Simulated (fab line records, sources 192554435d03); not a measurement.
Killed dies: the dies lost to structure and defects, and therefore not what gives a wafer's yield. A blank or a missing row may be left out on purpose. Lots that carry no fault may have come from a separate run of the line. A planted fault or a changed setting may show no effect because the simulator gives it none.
Matching of chambers / flow n5-finfet / pecvd-02 running N5_BEOL_M7_PECVD_70: 3 sister chambers
The step deposits SiO2 from TEOS/O2, target thk 20 nm, time 22.7 s. 20 wafers are shown with their chamber, then 10 later ones without.

WAFERS PAIRED WITH THEIR CHAMBERS
wafer=L074.2; chamber=1; showerhead-plenum-p-Torr (Torr)=8.92; throttle-valve-pct (%)=23.5; heater-power-w (W)=780
wafer=L074.3; chamber=2; showerhead-plenum-p-Torr (Torr)=8.68; throttle-valve-pct (%)=21.9; heater-power-w (W)=738
wafer=L074.5; chamber=0; showerhead-plenum-p-Torr (Torr)=8.74; throttle-valve-pct (%)=23.5; heater-power-w (W)=599
wafer=L075.1; chamber=0; showerhead-plenum-p-Torr (Torr)=8.75; throttle-valve-pct (%)=23.3; heater-power-w (W)=665
wafer=L075.3; chamber=2; showerhead-plenum-p-Torr (Torr)=8.66; throttle-valve-pct (%)=21.5; heater-power-w (W)=615
wafer=L075.5; chamber=2; showerhead-plenum-p-Torr (Torr)=8.66; throttle-valve-pct (%)=21.8; heater-power-w (W)=619
wafer=L079.1; chamber=0; showerhead-plenum-p-Torr (Torr)=8.73; throttle-valve-pct (%)=23.0; heater-power-w (W)=666
wafer=L079.3; chamber=1; showerhead-plenum-p-Torr (Torr)=8.91; throttle-valve-pct (%)=23.3; heater-power-w (W)=780
wafer=L079.6; chamber=0; showerhead-plenum-p-Torr (Torr)=8.74; throttle-valve-pct (%)=22.9; heater-power-w (W)=667
wafer=L087.1; chamber=2; showerhead-plenum-p-Torr (Torr)=8.68; throttle-valve-pct (%)=22.1; heater-power-w (W)=730
wafer=L087.3; chamber=1; showerhead-plenum-p-Torr (Torr)=8.92; throttle-valve-pct (%)=23.7; heater-power-w (W)=801
wafer=L087.6; chamber=1; showerhead-plenum-p-Torr (Torr)=8.90; throttle-valve-pct (%)=23.3; heater-power-w (W)=767
wafer=L089.4; chamber=0; showerhead-plenum-p-Torr (Torr)=8.74; throttle-valve-pct (%)=23.1; heater-power-w (W)=667
wafer=L089.5; chamber=1; showerhead-plenum-p-Torr (Torr)=8.92; throttle-valve-pct (%)=23.5; heater-power-w (W)=704
wafer=L089.6; chamber=2; showerhead-plenum-p-Torr (Torr)=8.68; throttle-valve-pct (%)=21.8; heater-power-w (W)=598
wafer=L090.1; chamber=0; showerhead-plenum-p-Torr (Torr)=8.74; throttle-valve-pct (%)=23.2; heater-power-w (W)=605
wafer=L090.2; chamber=2; showerhead-plenum-p-Torr (Torr)=8.70; throttle-valve-pct (%)=22.0; heater-power-w (W)=729
wafer=L090.5; chamber=1; showerhead-plenum-p-Torr (Torr)=8.94; throttle-valve-pct (%)=23.1; heater-power-w (W)=718
wafer=L091.2; chamber=2; showerhead-plenum-p-Torr (Torr)=8.66; throttle-valve-pct (%)=22.0; heater-power-w (W)=652
wafer=L091.3; chamber=1; showerhead-plenum-p-Torr (Torr)=8.92; throttle-valve-pct (%)=23.4; heater-power-w (W)=709

SIGNATURES, as means of the wafers listed above
reading=showerhead-plenum-p-Torr; chamber 0=8.7400; chamber 1=8.9186; chamber 2=8.6743; scatter within a chamber=0.012
reading=throttle-valve-pct; chamber 0=23.167; chamber 1=23.400; chamber 2=21.871; scatter within a chamber=0.201
reading=heater-power-w; chamber 0=644.83; chamber 1=751.29; chamber 2=668.71; scatter within a chamber=47.2
Rule: a wafer lies at a distance from a chamber equal to the root of the sum of squares, over the readings, of (its reading less the chamber's mean, divided by the reading's scatter). If the next closest chamber is less than 2 further off than the closest, the wafer can't be placed; otherwise it belongs to the closest. How the scatter is found: for the shown wafers, subtract from each reading the mean of its chamber, square and add these, divide the total by (wafers less chambers), then take the root.

WAFERS WITHOUT THEIR CHAMBER
wafer=L091.4; showerhead-plenum-p-Torr (Torr)=8.90; throttle-valve-pct (%)=23.3; heater-power-w (W)=679
wafer=L092.2; showerhead-plenum-p-Torr (Torr)=8.74; throttle-valve-pct (%)=23.3; heater-power-w (W)=627
wafer=L092.5; showerhead-plenum-p-Torr (Torr)=8.69; throttle-valve-pct (%)=22.2; heater-power-w (W)=742
wafer=L092.6; showerhead-plenum-p-Torr (Torr)=8.75; throttle-valve-pct (%)=23.1; heater-power-w (W)=611
wafer=L095.1; showerhead-plenum-p-Torr (Torr)=8.67; throttle-valve-pct (%)=22.3; heater-power-w (W)=716
wafer=L095.3; showerhead-plenum-p-Torr (Torr)=8.73; throttle-valve-pct (%)=23.5; heater-power-w (W)=673
wafer=L095.4; showerhead-plenum-p-Torr (Torr)=8.92; throttle-valve-pct (%)=23.5; heater-power-w (W)=761
wafer=L096.1; showerhead-plenum-p-Torr (Torr)=8.90; throttle-valve-pct (%)=23.5; heater-power-w (W)=676
wafer=L096.3; showerhead-plenum-p-Torr (Torr)=8.76; throttle-valve-pct (%)=23.3; heater-power-w (W)=614
wafer=L096.4; showerhead-plenum-p-Torr (Torr)=8.91; throttle-valve-pct (%)=23.5; heater-power-w (W)=674

EACH ONE'S CHAMBER
wafer=L091.4; from the rows above=1; in truth=1
wafer=L092.2; from the rows above=0; in truth=0
wafer=L092.5; from the rows above=2; in truth=2
wafer=L092.6; from the rows above=0; in truth=0
wafer=L095.1; from the rows above=2; in truth=2
wafer=L095.3; from the rows above=0; in truth=0
wafer=L095.4; from the rows above=1; in truth=1
wafer=L096.1; from the rows above=1; in truth=1
wafer=L096.3; from the rows above=0; in truth=0
wafer=L096.4; from the rows above=1; in truth=1
Placed correctly: 10 of 10. Can't be placed from these rows: 0. Number placed wrongly: 0.
